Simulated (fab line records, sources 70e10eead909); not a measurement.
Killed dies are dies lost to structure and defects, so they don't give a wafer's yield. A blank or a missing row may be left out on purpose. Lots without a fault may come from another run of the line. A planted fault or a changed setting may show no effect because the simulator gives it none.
fab line records | flow nand_harc | part 2 of 2: steps 5 to 6 of 6
record lots=23 wafers=69 last_day=33
route steps=1302 shown A_CONTACT@1078 A_BLC@1126 A_M0@1150
lots that met no fault: from a run of the same line without faults
start_h: hours from the record's first day to the start of the lot's first wafer shown | wait_h: hours since the lot's step before | " the same as in the row above | L1.1+2: a row that stands for several wafers | - no value, or no start given | * or withheld: withheld | < > ~ a bound
route shown NAME@n: a module of which the file shows steps, and the number in the route of the first | usual: mean/standard deviation of fault-free wafers | same: alike in all rows | chamber/n: place in a boat | sites: the reading at each site | _std_site: their standard deviation | _edge_site: outer sites' mean less inner sites' | radius_mm: how far each site lies from the wafer's centre | mask NAME#n: copy n | behind: the tool/chamber that last shaped the wafer | hold: why the lot was held/for how many hours/how that ended | device: the transistor (n, p or np) that didn't switch | end of line: the same wafers' tests at the end of the route | a step without rows: its recipe alone | killed: dies lost to structure and defects at the first sort, not the wafer's yield | map: a wafer's dies, x killed, . not, _ none there
set.NAME: the setting as run; set.NAME@STEP: as run at that earlier step | model.NAME: the simulator's own value behind a step, which no gauge read
steps of the route over a sample of lots; a table a step, a row a wafer
services: from which hour (start_h, from the record's first day; less than 0 if before it) a tool's chamber was out of use, for how many hours, and why
## steps
# step NHARC_A_M0_DESCUM_14
# recipe time_s=3 o2_flow_sccm=200 ar_flow_sccm=0 bias_power_w=0 chemistry=O2
# usual drypump_motor_current_A=5.5/0.46 oes_product_au=1.000/0.0077 rf_vpp_V=57.7/0.95 showerhead_plenum_p_Torr=1.88/0.08 throttle_valve_pct=11.312/0.0091
# columns lot.wafer tool chamber start_h wait_h drypump_motor_current_A oes_product_au rf_hours_counter_h rf_vpp_V showerhead_plenum_p_Torr throttle_valve_pct
L074.1 rie_diel-13 0 530.91 0.1 6.4 0.990 0 56.1 1.84 11.316
L074.3 " 2 " " 5.4 0.990 0 57.8 1.94 11.326
L074.2 " 3 " " 5.6 0.998 0 57.9 1.80 11.306
L075.1 rie_diel-05 0 531.99 0.1 5.5 1.004 7.1 56.8 2.04 11.303
L075.3 " 1 " " 5.1 0.985 7.8 57.2 2.04 11.304
L075.5 " 3 " " 5.1 0.985 - 57.6 1.83 11.324
L076.1 rie_diel-05 0 540.04 0.1 5.5 1.003 8.1 60.2 2.04 11.325
L076.5 " 3 " " 5.1 1.005 - 57.2 1.83 11.327
L076.4 " 0 " " 5.4 1.000 - 59.8 2.04 11.295
L078.1 rie_diel-12 1 557.56 0.1 5.3 1.002 7.7 56.1 1.86 11.308
L078.2 " 2 " " 5.8 1.005 7.4 56.2 1.79 11.308
L078.3 " 3 " " 6.2 1.003 6.0 57.0 1.87 11.314
L077.2 rie_diel-12 1 558.41 0.1 5.3 1.005 7.7 58.5 1.86 11.334
L077.4 " 2 " " 5.8 1.016 7.4 57.5 1.79 11.310
L077.6 " 1 " " 5.3 1.004 - 58.5 1.86 11.318
L079.2 rie_diel-13 2 575.46 0.1 5.4 0.996 2.2 60.0 1.94 11.313
L079.1 " 3 " " 5.6 0.990 2.0 56.9 1.80 11.299
L079.3 " 0 " " 6.4 0.996 2.2 57.4 1.84 11.310
L080.1 rie_diel-05 0 581.05 0.1 5.5 1.009 10.1 58.6 2.03 11.302
L080.2 " 1 " " 5.1 1.000 10.2 58.6 2.04 11.316
L080.6 " 2 " " 5.1 1.008 - 57.7 1.85 11.303
L081.3 rie_diel-13 3 585.27 0.1 5.6 0.988 2.5 56.6 1.80 11.311
L081.1 " 0 " " 6.4 0.996 2.9 58.4 1.84 11.313
L081.5 " 2 " " 5.5 1.002 - 57.0 1.94 11.290
L083.2 rie_diel-13 3 602.15 0.1 5.6 0.995 3.0 57.4 1.80 11.314
L083.1 " 0 " " 6.4 0.991 3.5 57.2 1.84 11.314
L083.6 " 2 " " 5.4 0.999 - 56.9 1.94 11.301
L082.2 rie_diel-13 0 604.25 0.1 6.4 0.987 3.6 55.6 1.84 11.306
L082.1 " 1 " " 5.0 1.002 3.7 56.0 1.81 11.315
L082.3 " 2 " " 5.4 0.991 3.4 58.4 1.94 11.314
L085.1 rie_diel-13 0 624.02 0.1 6.4 0.996 5.1 57.5 1.84 11.317
L085.4 " 1 " " 5.0 0.999 5.5 57.5 1.81 11.302
L085.5 " 3 " " 5.6 1.004 - 57.1 1.80 11.310
L084.2 rie_diel-13 1 627.84 0.1 5.0 1.003 5.8 58.2 1.81 11.317
L084.3 " 0 " " 6.4 0.999 5.7 56.8 1.84 11.327
L084.6 " 1 " " 5.0 1.006 - 57.8 1.81 11.306
L086.2 rie_diel-05 2 639.06 0.1 5.1 1.010 1.8 57.8 1.85 11.299
L086.1 " 0 " " 5.5 1.002 1.9 56.9 2.03 11.316
L086.5 " 2 " " 5.1 1.000 - 56.5 1.85 11.313
L089.2 rie_diel-12 1 676.62 0.1 5.3 1.009 2.6 57.0 1.86 11.311
L089.1 " 2 " " 5.8 0.999 3.0 57.3 1.79 11.313
L089.6 " 0 " " 6.0 0.990 - 57.4 1.84 11.308
L088.4 rie_diel-05 2 677.67 0.1 5.2 0.994 3.8 58.3 1.85 11.313
L088.2 " 3 " " 5.1 0.993 3.8 59.3 1.83 11.312
L088.5 " 0 " " 5.5 0.992 - 57.7 2.03 11.323
L090.3 rie_diel-12 1 693.74 0.1 5.3 1.008 3.2 58.3 1.86 11.305
L090.1 " 2 " " 5.8 0.987 4.2 57.2 1.79 11.285
L090.6 " 3 " " 6.2 1.014 - 58.8 1.87 11.322
L091.4 rie_diel-05 3 695.25 0.1 5.1 1.003 4.0 57.7 1.83 11.337
L091.3 " 0 " " 5.5 0.994 3.9 59.1 2.03 11.319
L091.2 " 1 " " 5.1 1.007 3.5 57.7 2.04 11.310
L092.3 rie_diel-12 3 718.55 0.1 6.3 1.010 6.9 56.9 1.87 11.329
L092.2 " 0 " " 6.0 1.003 5.7 59.1 1.84 11.312
L092.4 " 3 " " 6.2 1.009 - 57.0 1.87 11.310
L093.1 rie_diel-12 1 719.02 0.1 5.3 1.008 5.6 57.6 1.86 11.313
L093.3 " 0 " " 6.0 0.983 5.8 57.1 1.84 11.310
L093.4 " 3 " " 6.2 1.014 - 58.3 1.87 11.299
L095.2 rie_diel-05 2 731.45 0.1 5.1 0.995 5.7 58.5 1.85 11.324
L095.1 " 1 " " 5.1 1.006 5.6 59.1 2.04 11.318
L095.5 " 2 " " 5.1 0.996 - 57.7 1.85 11.316
L096.1 rie_diel-05 3 732.63 0.1 5.1 1.003 5.3 57.2 1.83 11.318
L096.2 " 2 " " 5.1 0.998 5.7 59.6 1.85 11.319
L096.5 " 0 " " 5.5 0.989 - 57.6 2.03 11.315
L094.3 rie_diel-13 2 740.84 0.1 5.4 0.997 1.7 58.5 1.94 11.313
L094.1 " 3 " " 5.6 1.003 2.0 58.9 1.80 11.332
L094.6 " 1 " " 5.0 0.993 - 57.0 1.81 11.308
L097.3 rie_diel-05 0 744.29 0.1 5.4 0.994 6.7 57.5 2.03 11.321
L097.4 " 1 " " 5.1 1.009 6.7 59.3 2.04 11.314
L097.2 " 2 " " 5.1 1.000 6.4 58.3 1.85 11.317
# step NHARC_A_M0_STRIP_18
# recipe power_w=1000 n2_flow_sccm=150 h2_flow_sccm=150 ar_flow_sccm=0 bias_w=0 chemistry=N2/H2
# usual drypump_motor_current_A=5.6/0.48 oes_product_au=0.998/0.0079 rf_vpp_V=90.3/0.96 showerhead_plenum_p_Torr=1.99/0.079 throttle_valve_pct=14.170/0.0085
# columns lot.wafer tool chamber start_h wait_h drypump_motor_current_A oes_product_au rf_hours_counter_h rf_vpp_V showerhead_plenum_p_Torr throttle_valve_pct
L074.3 rie_diel-12 2 531.31 0.1 5.9 0.992 5 91.6 1.91 14.166
L074.1 " 3 " " 6.3 0.997 5 90.8 2.00 14.173
L074.2 " 0 " " 6.0 1.004 5 90.0 1.96 14.179
L075.3 rie_diel-13 0 532.37 0.1 6.4 0.989 0 90.5 1.96 14.176
L075.1 " 1 " " 5.0 1.006 0 89.5 1.93 14.163
L075.5 " 0 " " 6.4 0.996 - 90.4 1.96 14.167
L076.1 rie_diel-12 2 540.48 0.1 5.8 1.008 6 89.9 1.91 14.170
L076.4 " 1 " " 5.4 1.000 - 89.7 1.98 14.182
L076.5 " 2 " " 5.8 0.999 - 89.3 1.91 14.179
L078.3 rie_diel-05 3 557.94 0.1 5.1 0.987 7 90.3 1.95 14.173
L078.2 " 0 " " 5.5 1.002 8 91.0 2.17 14.156
L078.1 " 2 " " 5.1 0.997 7 89.8 1.97 14.180
L077.4 rie_diel-13 2 558.78 0.1 5.4 1.007 1 91.4 2.07 14.183
L077.2 " 3 " " 5.6 0.992 1 91.4 1.92 14.174
L077.6 " 3 " " 5.6 0.988 - 89.9 1.92 14.163
L079.1 rie_diel-13 0 575.83 0.1 6.4 1.006 2 91.3 1.96 14.164
L079.2 " 1 " " 5.0 1.009 2 91.3 1.93 14.175
L079.3 " 2 " " 5.4 0.992 2 91.5 2.07 14.162
L080.1 rie_diel-13 0 581.45 0.1 6.4 1.002 2 90.3 1.96 14.187
L080.2 " 1 " " 5.0 0.994 3 89.7 1.93 14.169
L080.6 " 0 " " 6.4 0.993 - 88.6 1.96 14.165
L081.3 rie_diel-13 1 585.84 0.1 5.0 1.000 3 89.7 1.93 14.165
L081.1 " 2 " " 5.4 0.994 3 91.0 2.07 14.176
L081.5 " 1 " " 5.0 1.009 - 89.7 1.93 14.156
L083.2 rie_diel-12 3 602.51 0.1 6.2 1.022 10 91.8 2.00 14.173
L083.1 " 1 " " 5.3 1.004 11 90.3 1.98 14.161
L083.6 " 0 " " 6.0 1.002 - 90.6 1.96 14.154
L082.2 rie_diel-12 3 604.62 0.1 6.2 1.013 10 91.6 2.00 14.172
L082.1 " 0 " " 6.1 1.006 9 90.6 1.96 14.173
L082.3 " 1 " " 5.3 1.011 11 88.8 1.98 14.158
L085.1 rie_diel-13 0 624.39 0.1 6.4 0.988 5 90.5 1.96 14.159
L085.4 " 1 " " 5.0 1.011 6 89.5 1.93 14.172
L085.5 " 0 " " 6.4 0.997 - 90.4 1.96 14.169
L084.3 rie_diel-05 0 628.22 0.1 5.5 0.978 2 92.3 2.17 14.165
L084.2 " 2 " " 5.2 1.001 1 89.7 1.97 14.177
L084.6 " 0 " " 5.5 0.995 - 92.0 2.17 14.166
L086.1 rie_diel-13 2 639.43 0.1 5.4 0.993 6 90.4 2.07 14.153
L086.2 " 3 " " 5.6 0.981 6 89.2 1.92 14.179
L086.5 " 3 " " 5.6 0.989 - 88.9 1.92 14.185
L089.1 rie_diel-05 3 677.00 0.1 5.1 0.992 4 89.7 1.94 14.170
L089.2 " 0 " " 5.5 0.991 4 90.5 2.17 14.168
L089.6 " 0 " " 5.5 1.004 - 91.0 2.17 14.169
L088.4 rie_diel-05 1 678.03 0.1 5.1 0.989 3 91.5 2.18 14.159
L088.2 " 2 " " 5.1 1.000 4 90.3 1.97 14.158
L088.5 " 1 " " 5.1 1.000 - 92.0 2.18 14.169
L090.1 rie_diel-13 3 694.11 0.1 5.6 0.995 9 88.6 1.92 14.175
L090.3 " 2 " " 5.4 0.998 9 91.2 2.06 14.167
L090.6 " 3 " " 5.6 0.991 - 90.4 1.92 14.197
L091.2 rie_diel-12 0 695.65 0.1 6.0 0.998 4 90.2 1.96 14.174
L091.3 " 1 " " 5.3 0.996 3 91.0 1.98 14.178
L091.4 " 2 " " 5.8 1.008 4 90.5 1.90 14.170
L092.4 rie_diel-13 1 718.97 0.1 5.0 1.000 1 91.4 1.93 14.164
L092.3 " 3 " " 5.6 0.985 1 89.3 1.92 14.183
L092.2 " 0 " " 6.5 1.005 1 90.7 1.96 14.152
L093.3 rie_diel-13 1 719.44 0.1 5.0 1.005 1 89.7 1.93 14.174
L093.4 " 3 " " 5.6 1.001 1 87.6 1.92 14.161
L093.1 " 0 " " 6.4 1.006 1 89.2 1.96 14.170
L095.1 rie_diel-13 2 731.82 0.1 5.4 0.999 1 90.8 2.06 14.176
L095.2 " 0 " " 6.4 1.001 2 90.2 1.96 14.177
L095.5 " 2 " " 5.4 1.010 - 91.8 2.06 14.164
L096.2 rie_diel-12 3 733.03 0.1 6.2 1.005 8 90.7 1.99 14.167
L096.1 " 0 " " 6.0 0.997 7 90.1 1.96 14.184
L096.5 " 3 " " 6.3 1.001 - 89.9 1.99 14.168
L094.1 rie_diel-05 2 741.23 0.1 5.1 1.002 6 90.2 1.97 14.173
L094.3 " 3 " " 5.1 0.990 6 90.7 1.94 14.170
L094.6 " 2 " " 5.1 0.989 - 89.1 1.97 14.178
L097.4 rie_diel-12 3 744.70 0.1 6.2 1.005 8 88.7 1.99 14.169
L097.2 " 0 " " 6.0 1.000 7 90.5 1.96 14.176
L097.3 " 1 " " 5.3 0.997 7 88.6 1.98 14.177
## services
# columns tool chamber start_h hours kind
cvd_w-02 - 499.08 13.0 pm
rie_diel-03 1 499.91 9.9 repair
rie_diel-03 2 515.60 7.7 repair
rie_diel-05 3 516.35 4.9 repair
rie_diel-11 3 518.81 2.8 repair
rie_diel-13 - 519.04 9.0 pm
rie_diel-03 - 535.04 0.7 repair
rie_diel-12 3 538.14 9.4 repair
rie_diel-05 1 538.83 18.6 repair
rie_diel-13 3 547.43 2.9 repair
rie_diel-05 2 559.77 6.7 repair
rie_diel-12 2 569.46 6.0 repair
rie_diel-03 2 581.81 9.6 repair
cvd_w-02 0 582.92 3.8 repair
rie_diel-05 - 583.60 9.0 pm
rie_diel-05 0 610.26 1.6 repair
rie_diel-12 - 622.52 9.0 pm
rie_diel-05 3 625.45 7.4 repair
rie_diel-13 - 628.07 0.5 repair
rie_diel-13 0 637.30 15.2 repair
cvd_w-02 - 680.08 13.0 pm
rie_diel-13 - 696.04 9.0 pm
rie_diel-12 2 708.51 11.3 repair
rie_diel-12 0 711.20 1.4 repair
